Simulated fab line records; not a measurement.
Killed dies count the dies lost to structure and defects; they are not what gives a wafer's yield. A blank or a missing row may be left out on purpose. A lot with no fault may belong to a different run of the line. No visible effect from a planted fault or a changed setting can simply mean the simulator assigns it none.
The tool behind it: which one? | flow nandHarc | Sampling: 13 lots, 39 wafers, 5 of 1159 route steps

## WHAT EACH GAUGE READ, for each wafer
NHARC_P_ZERO_WELL_INSPECT_43. Usual: rawDefectCount 13, standard deviation 5.7.
lot  | measured    | on               | rawDefectCount | flag
L891 | day 1 19:40 | defectInspect-01 | 16 21 14       | 
L892 | day 2 01:45 | defectInspect-02 | 7 6 7          | 
L893 | day 2 07:35 | defectInspect-01 | 10 17 21       | 
L894 | day 2 13:30 | defectInspect-02 | 12 11 16       | 
L896 | day 3 01:40 | defectInspect-01 | 8 8 7          | 
L898 | day 3 13:31 | defectInspect-02 | 19 13 9        | 
L900 | day 4 01:35 | defectInspect-01 | 10 8 20        | 
L901 | day 4 07:26 | defectInspect-02 | 13 27 22       | 
L903 | day 4 19:20 | defectInspect-02 | 31 6 11        | 
L904 | day 5 01:27 | defectInspect-01 | 15 16 18       | 
L905 | day 5 07:35 | defectInspect-01 | 7 7 13         | 
L906 | day 5 14:28 | defectInspect-01 | 6 19 10        | 
L907 | day 5 19:29 | defectInspect-02 | 24 7 6         | 

NHARC_P_STI_INSPECT_25. Usual: rawDefectCount 214, standard deviation 81.
lot  | measured    | on               | rawDefectCount | flag
L891 | day 3 19:10 | defectInspect-01 | 217 116 230    | 
L892 | day 3 19:10 | defectInspect-02 | 149 178 308    | 
L893 | day 4 12:58 | defectInspect-01 | 255 363 237    | 
L894 | day 4 12:56 | defectInspect-02 | 165 129 129    | 
L896 | day 4 23:50 | defectInspect-01 | 129 305 221    | 
L898 | day 5 11:50 | defectInspect-02 | 249 142 249    | 
L900 | day 5 19:49 | defectInspect-01 | 164 124 203    | 
L901 | day 6 05:58 | defectInspect-01 | 161 224 253    | 
L903 | day 6 23:19 | defectInspect-01 | 421 214 162    | 
L904 | day 6 23:19 | defectInspect-02 | 183 280 115    | 
L905 | day 7 07:55 | defectInspect-01 | 373 233 284    | 
L906 | day 7 16:59 | defectInspect-02 | 115 176 185    | 
L907 | day 7 16:59 | defectInspect-01 | 318 242 267    | 

NHARC_END_SORT_01. Usual: killedAtArray 26, standard deviation 11; killedAtOther 0.6, standard deviation 1; killedAtPeriphery 3.1, standard deviation 2.1; killedDies 30, standard deviation 11; killedOpen 3.4, standard deviation 1.8; killedShort 2.1, standard deviation 1.5.
lot  | measured     | on        | killedAtArray | killedAtOther | killedAtPeriphery | killedDies | killedOpen | killedShort | flag
L906 | day 22 23:22 | prober-01 | 30 33 28      | 0 0 0         | 3 3 5             | 33 36 33   | 2 4 4      | 1 2 0       | 
L907 | day 22 23:26 | prober-02 | 35 26 28      | 0 2 0         | 5 0 4             | 40 28 32   | 4 3 4      | 2 2 2       | 

## TOOL THAT RAN EACH LOT (tool first, then ch and the chambers of the sampled wafers, then the start)
lot  | NHARC_P_STI_ETCH_42              | NHARC_P_GATE_DEP_103
L891 | rieDiel-04 ch 0,1,2, day 2 15:51 | pecvd-03 ch 0,1,2, day 4 16:43
L892 | rieDiel-04 ch 1,3, day 2 15:42   | pecvd-01 ch 0,1,2, day 4 16:43
L893 | rieDiel-04 ch 0,1,3, day 3 02:34 | pecvd-02 ch 1,2, day 5 11:34
L894 | rieDiel-13 ch 0,1,2, day 3 02:46 | pecvd-01 ch 0,1,2, day 5 11:01
L896 | rieDiel-13 ch 0,1,3, day 3 17:19 | pecvd-01 ch 0,1,2, day 5 23:11
L898 | rieDiel-13 ch 0,1,2, day 4 05:16 | pecvd-02 ch 0,1,2, day 6 13:01
L900 | rieDiel-13 ch 0,1, day 4 17:16   | pecvd-01 ch 1,2, day 6 17:14
L901 | rieDiel-04 ch 0,2,3, day 5 00:17 | pecvd-02 ch 1,2, day 7 04:07
L903 | rieDiel-13 ch 0,1,2, day 5 13:23 | pecvd-03 ch 0,1, day 7 20:41
L904 | rieDiel-04 ch 0,1,2, day 5 13:22 | pecvd-01 ch 1,2, day 7 20:39
L905 | rieDiel-08 ch 0,1,2, day 6 00:37 | pecvd-02 ch 1,2, day 8 09:46
L906 | rieDiel-04 ch 0,1, day 6 09:02   | pecvd-02 ch 0,1,2, day 8 16:29
L907 | rieDiel-13 ch 0,1, day 6 08:50   | pecvd-03 ch 0,1, day 8 16:35
- NHARC_P_STI_ETCH_42: etches the open film in N2/H2, target depth 80 nm, overetch 24 nm, time 61 s.
- NHARC_P_GATE_DEP_103: deposits SiON, target thk 30 nm.

## AS READ BY THE TOOLS THEMSELVES (means over the sampled wafers that have a number; for cases with no such wafer, the mark the record gives instead)
NHARC_P_STI_ETCH_42. Usual: drypumpMotorCurrentA 5.6 A, standard deviation 0.41; h2FlowSccm 149.9 sccm, standard deviation 0.45; oesProductAu 0.994 a.u., standard deviation 0.013; rfVppV 430.1 V, standard deviation 2.6; showerheadPlenumPTorr 2.03 Torr, standard deviation 0.09; throttleValvePct 14.172 %, standard deviation 0.0091.
lot  | tool       | drypumpMotorCurrentA (A) | h2FlowSccm (sccm) | oesProductAu (a.u.) | rfVppV (V) | showerheadPlenumPTorr (Torr) | throttleValvePct (%) | flag
L891 | rieDiel-04 | 5.8                      | 149.8             | 0.993               | 428.1      | 1.96                         | 14.163               | 
L892 | rieDiel-04 | 5.9                      | 150.2             | 0.987               | 429.4      | 2.00                         | 14.182               | 
L893 | rieDiel-04 | 5.9                      | 149.8             | 0.992               | 429.8      | 1.99                         | 14.171               | 
L894 | rieDiel-13 | 5.5                      | 150.2             | 0.992               | 432.4      | 2.09                         | 14.175               | 
L896 | rieDiel-13 | 5.4                      | 150.0             | 0.987               | 430.8      | 2.05                         | 14.180               | 
L898 | rieDiel-13 | 5.4                      | 149.8             | 0.989               | 430.8      | 2.09                         | 14.168               | 
L900 | rieDiel-13 | 5.7                      | 149.8             | 0.990               | 431.7      | 2.07                         | 14.177               | 
L901 | rieDiel-04 | 5.9                      | 150.6             | 0.995               | 427.9      | 1.94                         | 14.174               | 
L903 | rieDiel-13 | 5.4                      | 149.8             | 0.970               | 432.2      | 2.09                         | 14.162               | 
L904 | rieDiel-04 | 5.8                      | 150.1             | 0.995               | 428.1      | 1.96                         | 14.170               | 
L905 | rieDiel-08 | 5.8                      | 149.9             | 1.009               | 428.6      | 2.00                         | 14.174               | 
L906 | rieDiel-04 | 6.1                      | 150.0             | 0.999               | 428.8      | 1.98                         | 14.173               | 
L907 | rieDiel-13 | 5.4                      | 149.8             | 0.972               | 429.9      | 2.02                         | 14.172               | 

NHARC_P_GATE_DEP_103. Usual: heaterPowerW 776 W, standard deviation 86.
lot  | tool     | heaterPowerW (W) | flag
L891 | pecvd-03 | 810              | 
L892 | pecvd-01 | 797              | 
L893 | pecvd-02 | 710              | 
L894 | pecvd-01 | 805              | 
L896 | pecvd-01 | 792              | 
L898 | pecvd-02 | 680              | 
L900 | pecvd-01 | 831              | 
L901 | pecvd-02 | 709              | 
L903 | pecvd-03 | 834              | 
L904 | pecvd-01 | 808              | 
L905 | pecvd-02 | 732              | 
L906 | pecvd-02 | 684              | 
L907 | pecvd-03 | 865              | 

## THE ANSWER, worked out from the rows above alone
Rule: take the mean of a lot's wafers that have a number; if it is more than 3 standard deviations from the usual mean, the lot is off. A lot without any number at a reading at which 4 lots or more have one is off too. The other lots that the step has rows for count as sound. After the gauges, taken in route order, come the tools' own readings; for these a lot's mean is taken, as printed above. The first step at which some lot is off is used, and at that step the reading that is off furthest; a lot without a number counts as furthest.
Nothing can be told from this: no lot is off at any reading shown.

## WHAT THE SIMULATOR HAD PUT IN
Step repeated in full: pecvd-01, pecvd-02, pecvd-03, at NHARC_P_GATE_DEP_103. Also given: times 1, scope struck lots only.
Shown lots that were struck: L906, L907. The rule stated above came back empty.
